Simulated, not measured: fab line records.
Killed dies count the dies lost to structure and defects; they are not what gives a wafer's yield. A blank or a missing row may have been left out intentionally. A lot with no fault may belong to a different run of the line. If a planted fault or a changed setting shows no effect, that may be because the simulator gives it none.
Matching of chambers ; flow n5Finfet ; pecvd-03 running N5_BEOL_M1_DEP_57: 3 sister chambers
The step deposits SiCN from 3MS/NH3, target thk 8 nm, time 14 s. 3 wafers are shown with their chamber, then 7 later ones without.

WAFERS WITH THEIR CHAMBER
wafer;chamber;showerheadPlenumPTorr (Torr)
L085.5;1;3.670
L087.3;2;3.654
L087.4;0;3.696

WAFERS WITH NO CHAMBER GIVEN
wafer;showerheadPlenumPTorr (Torr)
L087.6;3.650
L090.1;3.680
L090.3;3.644
L090.5;3.697
L091.1;3.686
L091.2;3.669
L091.3;3.639

EACH ONE'S CHAMBER
wafer;from the rows above;in truth
L087.6;can't be placed: 2 or 1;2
L090.1;can't be placed: 1 or 0 or 2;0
L090.3;can't be placed: 2 or 1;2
L090.5;0;0
L091.1;can't be placed: 0 or 1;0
L091.2;can't be placed: 1 or 2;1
L091.3;can't be placed: 2 or 1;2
Correct placement for 1 of the 7. These rows do not allow placing 6 (true chamber among the candidates in 6). Placed wrongly: 0.
How it was worked out, from the rows above alone: a wafer's distance from a chamber is the root of the sum, over the readings, of the square of ((its reading less the chamber's mean) divided by the reading's scatter). If the next closest chamber is less than 2 further off than the closest, the wafer can't be placed; otherwise it belongs to the closest. Each chamber's mean is taken over the wafers shown for it. The scatter: root of mean squared gap, hidden wafer to nearest shown wafer, with one shown wafer a chamber.
